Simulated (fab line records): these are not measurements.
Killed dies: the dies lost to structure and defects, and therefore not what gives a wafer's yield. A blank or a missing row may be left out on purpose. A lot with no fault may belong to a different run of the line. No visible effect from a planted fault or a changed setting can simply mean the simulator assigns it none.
Which tool is to blame?	flow nand harc	72 wafers from 24 lots sampled at 6 of the route's 1159 steps

WHAT EACH GAUGE READ, for each wafer
The record holds no reading of a measuring or inspecting step that can be judged against a usual standard deviation.

TOOL THAT RAN EACH LOT (tool first, then ch and the chambers of the sampled wafers, then the start)
lot	NHARC_P_M2_CMP_23	NHARC_P_M2_PRE_CLEAN_32	NHARC_P_BONDPAD_PVD_27	NHARC_A_CHANNEL_HOLE_D1_ETCH_39	NHARC_A_CHANNEL_FILL_D1_ALD_14	NHARC_A_CHANNEL_FILL_D1_ALD_16
L075	cmp-04 ch 0,2, day 6 10:06	pecvd-03 ch 0,1, day 6 10:39	pvd sputter-01, day 9 07:56 or earlier	rie diel-08 ch 0,2, day 9 07:56 or earlier	ald hk-01 ch 0,3, day 9 07:56	ald hk-01 ch 2,3, day 9 13:07
L074	cmp-03 ch 1,2,3, day 6 10:40	pecvd-03 ch 1,2, day 6 11:13	pvd sputter-03, day 9 08:07 or earlier	rie diel-08 ch 0,2,3, day 9 08:07 or earlier	ald hk-01 ch 0,2,3, day 9 08:07	ald hk-02 ch 0,2,3, day 9 13:05
L077	cmp-01 ch 0,1,2, day 6 23:18	pecvd-02 ch 0,1,2, day 6 23:47	pvd sputter-03, day 9 11:32 or earlier	rie diel-10 ch 2,3, day 9 11:32 or earlier	ald hk-01 ch 0,3, day 9 11:32	ald hk-04 ch 0,1, day 9 16:43
L078	cmp-04 ch 1,2,3, day 7 04:11	pecvd-04 ch 0,1, day 7 04:50	pvd sputter-03, day 9 15:21 or earlier	rie diel-10 ch 1,2, day 9 15:21 or earlier	ald hk-04 ch 0,1, day 9 15:21	ald hk-04 ch 0,2, day 9 20:32
L076	cmp-01 ch 1,2,3, day 7 07:50	pecvd-04 ch 0,1,2, day 7 08:23	pvd sputter-01, day 9 18:10 or earlier	rie diel-10 ch 0,2,3, day 9 18:10 or earlier	ald hk-01 ch 0,2,3, day 9 18:10	ald hk-04 ch 0,2,3, day 9 23:18
L080	cmp-01 ch 0,1,2, day 7 10:49	pecvd-03 ch 1,2, day 7 11:35	pvd sputter-03, day 9 18:10 or earlier	rie diel-08 ch 0,1,3, day 9 18:10 or earlier	ald hk-04 ch 0,1,2, day 9 18:10	ald hk-02 ch 0,1, day 9 23:17
L079	cmp-01 ch 0,1,2, day 7 11:41	pecvd-04 ch 1,2, day 7 12:10	pvd sputter-03, day 9 22:29 or earlier	rie diel-10 ch 0,1,3, day 9 22:29 or earlier	ald hk-01 ch 1,2, day 9 22:29	ald hk-01 ch 1,3, day 10 04:29
L081	cmp-03 ch 0,1,2, day 8 04:40	pecvd-03 ch 0,2, day 8 05:10	pvd sputter-03, day 10 14:02 or earlier	rie diel-08 ch 1,2, day 10 14:02 or earlier	ald hk-01 ch 0,2,3, day 10 14:02	ald hk-04 ch 0,2,3, day 10 21:08
L082	cmp-03 ch 0,1, day 8 05:31	pecvd-02 ch 0,2, day 8 06:05	pvd sputter-02, day 10 20:41 or earlier	rie diel-10 ch 0,3, day 10 20:41 or earlier	ald hk-04 ch 1,2,3, day 10 20:41	ald hk-01 ch 0,1,2, day 11 03:37
L083	cmp-03 ch 1,2,3, day 8 06:07	pecvd-04 ch 0,1,2, day 8 06:40	pvd sputter-01, day 10 14:14 or earlier	rie diel-01 ch 1,2,3, day 10 14:14 or earlier	ald hk-01 ch 1,2,3, day 10 14:14	ald hk-04 ch 0,1,2, day 10 21:28
L085	cmp-03 ch 0,1,3, day 8 19:54	pecvd-03 ch 0,1,2, day 8 20:26	pvd sputter-03, day 11 11:05 or earlier	rie diel-08 ch 2,3, day 11 11:05 or earlier	ald hk-02 ch 0,1, day 11 11:05	ald hk-01 ch 0,1, day 11 16:16
L084	cmp-03 ch 0,3, day 8 20:26	pecvd-04 ch 0,1,2, day 8 20:59	pvd sputter-01, day 11 11:10 or earlier	rie diel-10 ch 0,2,3, day 11 11:10 or earlier	ald hk-01 ch 0,1,2, day 11 11:10	ald hk-02 ch 0,2, day 11 16:16
L087	cmp-03 ch 0,1,3, day 9 13:34	pecvd-03 ch 0,1, day 9 14:03	pvd sputter-01, day 12 00:35 or earlier	rie diel-01 ch 0,1,2, day 12 00:35 or earlier	ald hk-04 ch 0,1,2, day 12 00:35	ald hk-04 ch 0,1, day 12 06:36
L086	cmp-03 ch 1,2, day 9 14:26	pecvd-03 ch 0,1, day 9 15:01	pvd sputter-02, day 12 00:51 or earlier	rie diel-01 ch 1,2,3, day 12 00:51 or earlier	ald hk-04 ch 1,2,3, day 12 00:51	ald hk-04 ch 0,1,2, day 12 06:28
L088	cmp-01 ch 1,2,3, day 10 08:35	pecvd-04 ch 1,2, day 10 09:07	pvd sputter-01, day 13 03:05 or earlier	rie diel-08 ch 0,1,2, day 13 03:05 or earlier	ald hk-04 ch 1,2,3, day 13 03:05	ald hk-02 ch 0,2,3, day 13 08:31
L089	cmp-01 ch 1,2, day 10 09:08	pecvd-03 ch 1,2, day 10 09:41	pvd sputter-03, day 12 23:16 or earlier	rie diel-10 ch 0,3, day 12 23:16 or earlier	ald hk-04 ch 2,3, day 12 23:16	ald hk-01 ch 0,1,3, day 13 04:26
L090	cmp-01 ch 0,2, day 10 09:39	pecvd-04 ch 1,2, day 10 10:10	pvd sputter-02, day 12 23:08 or earlier	rie diel-01 ch 2,3, day 12 23:08 or earlier	ald hk-04 ch 0,1,2, day 12 23:08	ald hk-01 ch 0,3, day 13 04:13
L091	cmp-04 ch 0,1,3, day 10 16:01	pecvd-02 ch 1,2, day 10 16:32	pvd sputter-01, day 13 08:20 or earlier	rie diel-01 ch 1,3, day 13 08:20 or earlier	ald hk-02 ch 0,1, day 13 08:20	ald hk-04 ch 0,1, day 13 13:25
L093	cmp-01 ch 0,1, day 10 16:19	pecvd-04 ch 0,1, day 10 16:52	pvd sputter-02, day 13 08:11 or earlier	rie diel-08 ch 0,2, day 13 08:11 or earlier	ald hk-02 ch 0,2,3, day 13 08:11	ald hk-04 ch 0,1,2, day 13 13:18
L092	cmp-01 ch 1,2, day 10 16:41	pecvd-03 ch 1,2, day 10 17:16	pvd sputter-02, day 13 12:03 or earlier	rie diel-01 ch 1,2,3, day 13 12:03 or earlier	ald hk-04 ch 0,1, day 13 12:03	ald hk-04 ch 0,3, day 13 17:10
L094	cmp-03 ch 0,1,3, day 11 07:23	pecvd-02 ch 1,2, day 11 07:56	pvd sputter-02, day 13 20:59 or earlier	rie diel-08 ch 0,2,3, day 13 20:59 or earlier	ald hk-02 ch 0,2,3, day 13 20:59	ald hk-04 ch 0,2,3, day 14 02:13
L095	cmp-03 ch 0,1,3, day 11 10:16	pecvd-02 ch 0,2, day 11 10:48	pvd sputter-02, day 13 21:01 or earlier	rie diel-01 ch 0,2, day 13 21:01 or earlier	ald hk-01 ch 0,2, day 13 21:01	ald hk-01 ch 2,3, day 14 02:08
L096	cmp-03 ch 0,1,2, day 11 17:58	pecvd-03 ch 0,1, day 11 18:36	pvd sputter-03, day 14 04:50 or earlier	rie diel-01 ch 1,2, day 14 04:50 or earlier	ald hk-04 ch 0,2, day 14 04:50	ald hk-02 ch 1,2,3, day 14 10:14
L097	cmp-04 ch 0,1,3, day 12 02:35	pecvd-02 ch 0,1,2, day 12 03:05	pvd sputter-01, day 14 21:41 or earlier	rie diel-01 ch 1,2, day 14 21:41 or earlier	ald hk-01 ch 2,3, day 14 21:41	ald hk-01 ch 1,2, day 15 02:49
- NHARC_P_M2_CMP_23: polishes, t overpolish 20 s, target thk 144.3 nm.
- NHARC_P_M2_PRE_CLEAN_32: time 12 s.
- NHARC_P_BONDPAD_PVD_27: deposits Cu, target thk 30 nm, time 20.49 s.
- NHARC_A_CHANNEL_HOLE_D1_ETCH_39: etches the open film in N2/H2, target depth 260 nm, time 325 s.
- NHARC_A_CHANNEL_FILL_D1_ALD_14: deposits SiO2, target thk 2.5 nm, pulse time 10 s, ald cycles 25.
- NHARC_A_CHANNEL_FILL_D1_ALD_16: deposits SiO2, target thk 1.5 nm, pulse time 10 s, ald cycles 15.

WHAT THE TOOLS THEMSELVES READ (means of the sampled wafers that have a number; where no wafer has one, the mark that the record gives instead)
NHARC_P_M2_CMP_23. Usual: motor current A 12.6 A, standard deviation 0.92; time to endpoint s 28.3 s, standard deviation 2.3.
lot	tool	motor current A (A)	time to endpoint s (s)	flag
L075	cmp-04	14.0	26.3	
L074	cmp-03	12.9	28.8	
L077	cmp-01	12.5	27.5	
L078	cmp-04	12.6	26.8	
L076	cmp-01	13.1	29.1	
L080	cmp-01	12.5	28.5	
L079	cmp-01	12.2	27.6	
L081	cmp-03	12.2	31.4	
L082	cmp-03	11.6	27.7	
L083	cmp-03	12.9	29.3	
L085	cmp-03	12.2	27.4	
L084	cmp-03	11.8	30.5	
L087	cmp-03	12.5	28.6	
L086	cmp-03	12.3	29.0	
L088	cmp-01	13.3	30.2	
L089	cmp-01	13.3	30.5	
L090	cmp-01	12.3	28.1	
L091	cmp-04	12.6	28.4	
L093	cmp-01	12.5	30.3	
L092	cmp-01	12.9	28.6	
L094	cmp-03	12.3	27.6	
L095	cmp-03	12.4	30.9	
L096	cmp-03	12.3	28.2	
L097	cmp-04	12.5	28.2	

NHARC_P_M2_PRE_CLEAN_32. Usual: heater power w reads 645 W (standard deviation 89).
lot	tool	heater power w (W)	flag
L075	pecvd-03	626	
L074	pecvd-03	760	
L077	pecvd-02	584	
L078	pecvd-04	633	
L076	pecvd-04	628	
L080	pecvd-03	808	
L079	pecvd-04	641	
L081	pecvd-03	723	
L082	pecvd-02	559	
L083	pecvd-04	596	
L085	pecvd-03	691	
L084	pecvd-04	566	
L087	pecvd-03	675	
L086	pecvd-03	692	
L088	pecvd-04	604	
L089	pecvd-03	749	
L090	pecvd-04	582	
L091	pecvd-02	602	
L093	pecvd-04	570	
L092	pecvd-03	812	
L094	pecvd-02	574	
L095	pecvd-02	540	
L096	pecvd-03	693	
L097	pecvd-02	579	

NHARC_P_BONDPAD_PVD_27. Usual: throttle valve pct reads 30.1 % (standard deviation 1.5).
lot	tool	throttle valve pct (%)	flag
L075	pvd sputter-01	27.4	
L074	pvd sputter-03	30.8	
L077	pvd sputter-03	32.5	
L078	pvd sputter-03	31.4	
L076	pvd sputter-01	29.8	
L080	pvd sputter-03	30.9	
L079	pvd sputter-03	29.5	
L081	pvd sputter-03	29.6	
L082	pvd sputter-02	30.8	
L083	pvd sputter-01	28.7	
L085	pvd sputter-03	29.9	
L084	pvd sputter-01	29.4	
L087	pvd sputter-01	29.2	
L086	pvd sputter-02	30.4	
L088	pvd sputter-01	30.0	
L089	pvd sputter-03	29.6	
L090	pvd sputter-02	30.7	
L091	pvd sputter-01	28.1	
L093	pvd sputter-02	30.5	
L092	pvd sputter-02	30.5	
L094	pvd sputter-02	30.5	
L095	pvd sputter-02	30.9	
L096	pvd sputter-03	30.5	
L097	pvd sputter-01	29.7	

NHARC_A_CHANNEL_HOLE_D1_ETCH_39. Usual: drypump motor current A 5.8 A, standard deviation 0.48; h2 flow sccm 150.0 sccm, standard deviation 0.47; oes product au 1.003 a.u., standard deviation 0.013; rf vpp V 430.4 V, standard deviation 2.2; showerhead plenum p Torr 2.04 Torr, standard deviation 0.075; throttle valve pct 14.172 %, standard deviation 0.0094.
lot	tool	drypump motor current A (A)	h2 flow sccm (sccm)	oes product au (a.u.)	rf vpp V (V)	showerhead plenum p Torr (Torr)	throttle valve pct (%)	flag
L075	rie diel-08	5.9	150.0	1.005	431.6	2.07	14.165	
L074	rie diel-08	6.1	149.9	0.990	430.0	2.04	14.171	
L077	rie diel-10	6.0	149.8	1.003	430.6	2.05	14.171	
L078	rie diel-10	5.4	149.6	1.004	432.7	2.14	14.169	
L076	rie diel-10	5.8	149.8	1.005	430.2	2.04	14.179	
L080	rie diel-08	5.9	150.3	1.007	431.2	2.06	14.177	
L079	rie diel-10	5.6	150.2	1.003	432.0	2.08	14.158	
L081	rie diel-08	5.9	150.6	1.013	427.1	1.92	14.177	
L082	rie diel-10	5.7	150.2	1.005	430.3	2.03	14.163	
L083	rie diel-01	5.9	149.7	0.993	430.1	1.99	14.170	
L085	rie diel-08	6.3	150.2	0.994	429.7	2.02	14.182	
L084	rie diel-10	5.9	149.8	1.002	430.8	2.04	14.172	
L087	rie diel-01	5.8	149.9	0.997	429.9	2.02	14.165	
L086	rie diel-01	5.9	149.8	0.992	428.7	1.99	14.176	
L088	rie diel-08	5.8	149.9	1.007	429.0	2.00	14.170	
L089	rie diel-10	6.0	149.9	1.002	430.6	2.03	14.161	
L090	rie diel-01	5.9	150.1	1.003	429.5	2.00	14.178	
L091	rie diel-01	5.5	150.4	0.991	428.9	1.96	14.181	
L093	rie diel-08	5.9	150.1	1.013	430.9	2.06	14.182	
L092	rie diel-01	5.9	150.2	0.994	429.5	1.99	14.181	
L094	rie diel-08	6.1	150.0	1.008	430.5	2.04	14.180	
L095	rie diel-01	5.6	150.3	1.008	431.6	2.07	14.172	
L096	rie diel-01	6.3	150.3	0.992	430.1	2.01	14.172	
L097	rie diel-01	5.9	149.5	0.985	429.2	1.98	14.176	

NHARC_A_CHANNEL_FILL_D1_ALD_14. Usual: heater power w 481 W, standard deviation 56; precursor pulse height rel 1.000, standard deviation 0.02.
lot	tool	heater power w (W)	precursor pulse height rel	flag
L075	ald hk-01	496	1.001	
L074	ald hk-01	461	1.009	
L077	ald hk-01	440	0.998	
L078	ald hk-04	487	1.011	
L076	ald hk-01	460	0.989	
L080	ald hk-04	482	1.002	
L079	ald hk-01	466	0.998	
L081	ald hk-01	467	0.979	
L082	ald hk-04	475	1.022	
L083	ald hk-01	515	0.998	
L085	ald hk-02	465	1.018	
L084	ald hk-01	446	0.989	
L087	ald hk-04	477	1.013	
L086	ald hk-04	474	1.004	
L088	ald hk-04	475	1.015	
L089	ald hk-04	481	0.996	
L090	ald hk-04	478	1.007	
L091	ald hk-02	532	0.993	
L093	ald hk-02	511	1.014	
L092	ald hk-04	478	0.984	
L094	ald hk-02	512	1.008	
L095	ald hk-01	407	0.990	
L096	ald hk-04	490	0.980	
L097	ald hk-01	544	0.985	

NHARC_A_CHANNEL_FILL_D1_ALD_16. Usual: heater power w 483 W, standard deviation 54; precursor pulse height rel 0.998, standard deviation 0.02.
lot	tool	heater power w (W)	precursor pulse height rel	flag
L075	ald hk-01	485	1.009	
L074	ald hk-02	506	0.986	
L077	ald hk-04	478	0.993	
L078	ald hk-04	477	1.012	
L076	ald hk-04	474	1.001	
L080	ald hk-02	475	0.986	
L079	ald hk-01	539	0.992	
L081	ald hk-04	476	1.011	
L082	ald hk-01	455	0.997	
L083	ald hk-04	485	0.998	
L085	ald hk-01	475	1.019	
L084	ald hk-02	548	1.001	
L087	ald hk-04	476	0.985	
L086	ald hk-04	480	0.994	
L088	ald hk-02	522	1.004	
L089	ald hk-01	497	1.011	
L090	ald hk-01	449	1.006	
L091	ald hk-04	474	1.008	
L093	ald hk-04	490	0.981	
L092	ald hk-04	481	0.994	
L094	ald hk-04	477	0.993	
L095	ald hk-01	494	0.997	
L096	ald hk-02	449	0.984	
L097	ald hk-01	497	1.005	

THE ANSWER, worked out from the rows above alone
Rule: take the mean of a lot's wafers that have a number; if it is more than 3 standard deviations from the usual mean, the lot is off. A lot without any number at a reading at which 4 lots or more have one is off too. Any other lot the step has rows for is counted as sound. First the gauges in route order, then the tools' own readings, where a lot's mean is used as printed above. The first step at which some lot is off is used, and at that step the reading that is off furthest; a lot without a number counts as furthest.
None of the lots is off at any reading shown; this tells nothing.

WHAT WAS PUT IN BY THE SIMULATOR
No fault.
